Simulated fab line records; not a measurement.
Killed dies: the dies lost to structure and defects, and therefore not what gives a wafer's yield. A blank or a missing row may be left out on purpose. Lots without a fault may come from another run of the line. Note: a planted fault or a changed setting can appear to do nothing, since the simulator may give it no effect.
What tool caused it? -- flow n5_finfet -- 24 lots, 72 wafers sampled, at 5 steps of a route of 1938

WHAT THE GAUGES SHOWED, per wafer
N5_SD_EPI_N_OVL_MEAS_10.
lot,measured,on,SD_N_BLK_OVL (nm)
L074,day 3 00:40,overlay-01,-0.1 -1.1 -0.2
L075,day 3 06:01,overlay-01,-0.1 1.0 0.9
L076,day 3 11:54,overlay-02,-1.0 -0.2 -1.7
L077,day 3 19:41,overlay-01,0.2 -0.5 -0.4
L078,day 4 01:14,overlay-02,0.0 -0.1 -0.3
L079,day 4 06:50,overlay-02,-0.2 -0.2 -1.1
L080,day 4 12:50,overlay-02,-0.1 0.5 0.4
L081,day 4 18:50,overlay-01,0.1 -0.4 0.5
L082,day 5 02:26,overlay-02,-0.4 0.4 0.4
L083,day 5 12:11,overlay-02,-0.2 0.0 0.0
L084,day 5 14:22,overlay-01,-1.2 -0.9 -1.2
L085,day 5 21:23,overlay-02,-0.7 0.0 0.2
L086,day 6 03:12,overlay-02,-0.2 -0.9 0.4
L087,day 6 08:46,overlay-02,-0.2 -1.2 -0.9
L088,day 6 13:18,overlay-01,-0.4 0.0 0.2
L089,day 6 18:50,overlay-01,-1.5 -0.1 -0.2
L090,day 7 00:26,overlay-01,-0.1 -0.5 -0.5
L091,day 7 07:06,overlay-02,-0.1 -0.3 1.3
L092,day 7 12:30,overlay-01,-0.3 1.0 0.5
L093,day 7 17:15,overlay-01,-0.3 -1.0 -0.7
L094,day 8 00:18,overlay-01,-0.3 0.4 0.2
L095,day 8 05:17,overlay-02,-1.3 -1.7 -0.4
L096,day 8 13:38,overlay-02,-0.7 1.1 0.7
L097,day 9 00:33,overlay-02,-0.2 -0.9 -0.3

N5_ILD0_THK_MEAS_13.
lot,measured,on,thk_nm (nm)
L074,day 3 18:02,film_metro-02,16.8 18.3 18.3
L075,day 4 03:14,film_metro-02,18.0 16.7 17.1
L076,day 4 05:09,film_metro-01,19.4 18.2 18.3
L077,day 4 11:10,film_metro-01,17.4 18.8 18.5
L078,day 4 17:20,film_metro-01,18.5 17.6 17.7
L079,day 4 23:18,film_metro-01,20.9 18.6 19.8
L080,day 5 05:05,film_metro-01,15.8 19.1 17.0
L081,day 5 10:55,film_metro-01,17.8 16.2 18.1
L082,day 5 20:14,film_metro-01,18.5 19.5 19.5
L083,day 6 04:00,film_metro-01,19.8 18.8 18.8
L084,day 6 06:18,film_metro-01,15.7 17.8 15.7
L085,day 6 13:16,film_metro-01,19.3 18.1 18.6
L086,day 6 19:03,film_metro-02,17.8 17.2 17.7
L087,day 7 00:31,film_metro-02,17.9 16.7 15.9
L088,day 7 05:36,film_metro-01,17.3 16.6 17.2
L089,day 7 11:20,film_metro-02,18.2 19.3 18.8
L090,day 7 16:05,film_metro-02,17.7 18.8 18.5
L091,day 7 22:26,film_metro-02,17.6 16.6 16.2
L092,day 8 04:41,film_metro-02,16.3 16.6 17.3
L093,day 8 10:21,film_metro-02,17.6 17.7 18.5
L094,day 8 17:11,film_metro-01,18.0 17.1 18.2
L095,day 9 00:25,film_metro-02,18.9 18.5 18.5
L096,day 9 07:32,film_metro-01,17.0 17.5 17.8
L097,day 9 16:31,film_metro-01,17.3 19.1 18.1

N5_ILD0_INSPECT_06: inspects for defects (darkfield).
lot,measured,on,raw_defect_count
L074,day 3 18:04,defect_inspect-02,41 28 14
L075,day 4 03:16,defect_inspect-02,47 62 50
L076,day 4 05:11,defect_inspect-02,68 34 50
L077,day 4 11:11,defect_inspect-01,44 40 55
L078,day 4 17:22,defect_inspect-02,26 31 60
L079,day 4 23:19,defect_inspect-01,57 46 55
L080,day 5 05:07,defect_inspect-01,25 13 35
L081,day 5 10:56,defect_inspect-01,54 31 40
L082,day 5 20:15,defect_inspect-02,50 51 76
L083,day 6 04:01,defect_inspect-01,55 24 35
L084,day 6 06:19,defect_inspect-02,21 20 33
L085,day 6 13:17,defect_inspect-02,12 23 24
L086,day 6 19:05,defect_inspect-01,28 13 19
L087,day 7 00:32,defect_inspect-01,11 9 28
L088,day 7 05:37,defect_inspect-02,21 18 17
L089,day 7 11:22,defect_inspect-02,35 20 21
L090,day 7 16:07,defect_inspect-02,22 37 20
L091,day 7 22:28,defect_inspect-02,22 23 23
L092,day 8 04:43,defect_inspect-02,16 26 26
L093,day 8 10:22,defect_inspect-02,33 37 66
L094,day 8 17:13,defect_inspect-02,26 59 41
L095,day 9 00:26,defect_inspect-01,44 36 30
L096,day 9 07:34,defect_inspect-02,31 59 38
L097,day 9 16:32,defect_inspect-02,17 22 11

TOOL THAT RAN EACH LOT (tool first, then ch and the chambers of the sampled wafers, then the start)
lot,N5_SD_EPI_N_DESCUM_14,N5_SD_EPI_P_ETCH_47
L074,"rie_diel-02 ch 0,1,3, day 3 00:44","rie_diel-03 ch 0,1, day 3 06:31"
L075,"rie_diel-05 ch 0,3, day 3 06:13","rie_diel-01 ch 0,1, day 3 16:49"
L076,"rie_diel-05 ch 0,2,3, day 3 11:58","rie_diel-06 ch 1,2, day 3 17:48"
L077,"rie_diel-05 ch 0,1,3, day 3 19:45","rie_diel-01 ch 0,1,2, day 4 00:42"
L078,"rie_diel-02 ch 0,1,3, day 4 01:17","rie_diel-01 ch 0,1,2, day 4 07:03"
L079,"rie_diel-02 ch 1,2,3, day 4 06:54","rie_diel-03 ch 0,2,3, day 4 12:38"
L080,"rie_diel-05 ch 0,2,3, day 4 12:53","rie_diel-01 ch 0,1, day 4 18:32"
L081,"rie_diel-02 ch 0,1,2, day 4 18:55","rie_diel-01 ch 0,2,3, day 5 00:40"
L082,"rie_diel-02 ch 0,1, day 5 02:30","rie_diel-03 ch 0,2,3, day 5 08:04"
L083,"rie_diel-05 ch 0,1,3, day 5 12:25","rie_diel-03 ch 1,2,3, day 5 17:34"
L084,"rie_diel-04 ch 0,1,3, day 5 14:26","rie_diel-06 ch 1,2, day 5 19:59"
L085,"rie_diel-02 ch 0,2,3, day 5 21:27","rie_diel-06 ch 1,3, day 6 02:52"
L086,"rie_diel-02 ch 1,2, day 6 03:16","rie_diel-03 ch 2,3, day 6 08:31"
L087,"rie_diel-05 ch 2, day 6 08:50","rie_diel-01 ch 1,3, day 6 14:18"
L088,"rie_diel-04 ch 0,1,2, day 6 13:41","rie_diel-03 ch 0,1,3, day 6 18:58"
L089,"rie_diel-04 ch 0,1,2, day 6 18:53","rie_diel-01 ch 0,1,3, day 7 01:07"
L090,"rie_diel-04 ch 0,3, day 7 00:30","rie_diel-01 ch 2,3, day 7 05:21"
L091,"rie_diel-04 ch 0,2,3, day 7 07:16","rie_diel-06 ch 0,2,3, day 7 12:14"
L092,"rie_diel-05 ch 1,2,3, day 7 12:44","rie_diel-06 ch 0,1,3, day 7 18:12"
L093,"rie_diel-05 ch 0,3, day 7 17:41","rie_diel-01 ch 0,2, day 7 23:00"
L094,"rie_diel-05 ch 0,3, day 8 00:22","rie_diel-01 ch 2,3, day 8 06:04"
L095,"rie_diel-02 ch 0,3, day 8 05:52","rie_diel-06 ch 1,2,3, day 8 12:58"
L096,"rie_diel-05 ch 1,2,3, day 8 13:47","rie_diel-03 ch 0,1, day 8 19:47"
L097,"rie_diel-04 ch 0,2, day 9 00:44","rie_diel-06 ch 1,2, day 9 06:04"
- N5_SD_EPI_N_DESCUM_14: chemistry O2, time 7.9 s.
- N5_SD_EPI_P_ETCH_47: etches SiOCN in CH3F/O2, target depth 25 nm.

WHAT THE TOOLS THEMSELVES READ (means of the sampled wafers that have a number; where no wafer has one, the mark that the record gives instead)
N5_SD_EPI_N_DESCUM_14.
lot,tool,drypump_motor_current_A (A),oes_product_au (a.u.),rf_vpp_V (V),showerhead_plenum_p_Torr (Torr),temp_c (C),throttle_valve_pct (%)
L074,rie_diel-02,5.7,0.78,242.9,2.08,39.96,20.40
L075,rie_diel-05,6.5,0.72,244.5,2.18,40.05,20.58
L076,rie_diel-05,6.2,0.72,244.4,2.17,39.98,20.65
L077,rie_diel-05,6.1,0.71,243.1,2.11,39.91,20.56
L078,rie_diel-02,5.7,0.77,242.7,2.07,40.07,20.42
L079,rie_diel-02,5.7,0.80,243.8,2.14,39.99,20.47
L080,rie_diel-05,6.2,0.71,244.7,2.17,40.05,20.65
L081,rie_diel-02,5.7,0.78,243.7,2.13,40.01,20.38
L082,rie_diel-02,5.7,0.76,244.2,2.13,40.01,20.36
L083,rie_diel-05,6.1,0.69,243.5,2.10,40.04,20.60
L084,rie_diel-04,5.6,0.78,242.3,2.06,40.01,20.56
L085,rie_diel-02,5.6,0.79,243.1,2.07,40.03,20.47
L086,rie_diel-02,5.7,0.78,245.6,2.19,40.06,20.42
L087,rie_diel-05,5.7,0.70,245.1,2.16,40.00,20.76
L088,rie_diel-04,5.6,0.78,242.5,2.03,40.05,20.52
L089,rie_diel-04,5.6,0.77,242.2,2.03,40.04,20.52
L090,rie_diel-04,5.4,0.70,242.6,2.10,39.98,20.61
L091,rie_diel-04,5.5,0.70,242.6,2.07,39.98,20.56
L092,rie_diel-05,5.9,0.69,244.1,2.10,39.91,20.63
L093,rie_diel-05,6.5,0.79,244.7,2.16,40.00,20.50
L094,rie_diel-05,6.5,0.77,243.8,2.16,40.05,20.51
L095,rie_diel-02,5.6,0.73,241.9,2.00,39.98,20.45
L096,rie_diel-05,5.9,0.79,244.6,2.19,40.07,20.51
L097,rie_diel-04,5.8,0.88,243.7,2.17,39.79,20.32

N5_SD_EPI_P_ETCH_47.
lot,tool,drypump_motor_current_A (A),mfc_ar_sccm (sccm),oes_product_au (a.u.),rf_vpp_V (V),showerhead_plenum_p_Torr (Torr),throttle_valve_pct (%)
L074,rie_diel-03,5.7,149.9,0.89,129.3,2.00,16.27
L075,rie_diel-01,5.5,150.0,0.71,125.3,1.95,16.64
L076,rie_diel-06,6.0,150.2,0.73,126.2,2.00,16.54
L077,rie_diel-01,5.6,149.5,0.76,127.0,1.97,16.55
L078,rie_diel-01,5.6,150.0,0.76,127.2,1.97,16.56
L079,rie_diel-03,6.0,149.8,0.89,126.5,1.98,16.20
L080,rie_diel-01,5.6,150.2,0.72,125.6,1.93,16.60
L081,rie_diel-01,5.7,150.0,0.84,126.0,2.02,16.38
L082,rie_diel-03,6.0,150.3,0.88,127.3,1.98,16.22
L083,rie_diel-03,5.7,150.1,0.80,126.9,2.02,16.15
L084,rie_diel-06,6.0,150.5,0.71,126.1,1.99,16.58
L085,rie_diel-06,6.1,150.4,0.67,126.0,1.95,16.58
L086,rie_diel-03,6.0,149.7,0.85,126.3,2.01,16.18
L087,rie_diel-01,6.0,149.9,0.87,124.5,1.99,16.24
L088,rie_diel-03,5.8,150.1,0.81,129.0,1.99,16.23
L089,rie_diel-01,5.7,150.3,0.88,125.9,1.97,16.30
L090,rie_diel-01,5.8,150.4,0.86,127.4,2.03,16.32
L091,rie_diel-06,5.9,149.7,0.76,127.0,2.00,16.25
L092,rie_diel-06,6.2,149.5,0.81,126.7,1.98,16.26
L093,rie_diel-01,5.6,149.7,0.86,127.8,2.01,16.40
L094,rie_diel-01,5.8,150.1,0.86,126.9,2.03,16.35
L095,rie_diel-06,5.9,150.0,0.80,125.7,1.96,16.26
L096,rie_diel-03,5.7,149.8,0.82,128.0,1.99,16.34
L097,rie_diel-06,6.0,150.0,0.88,125.2,1.99,16.29

THE ANSWER, worked out from the rows above alone
Rule: the lots themselves supply what counts as usual. Put in order of their means at a reading, lots are off if they are a third of the lots or fewer, leave a main group of 4 or more, and stand apart from it by a gap of 3 or more times the standard deviation of the main group's means; of several such gaps the widest counts. A main group is skipped when, at the precision printed for the reading in the tables above, its means are all equal. A lot without any number at a reading at which 4 lots or more have one is off too. Any other lot the step has rows for is counted as sound. Order of review: gauges by route order, followed by the tools' own readings, for which a lot's mean as printed above is used. The first step at which some lot is off is used, and at that step the reading that is off furthest; a lot without a number counts as furthest.
No lot is off at any reading shown: from this, nothing can be told.

WHAT THE SIMULATOR PUT IN
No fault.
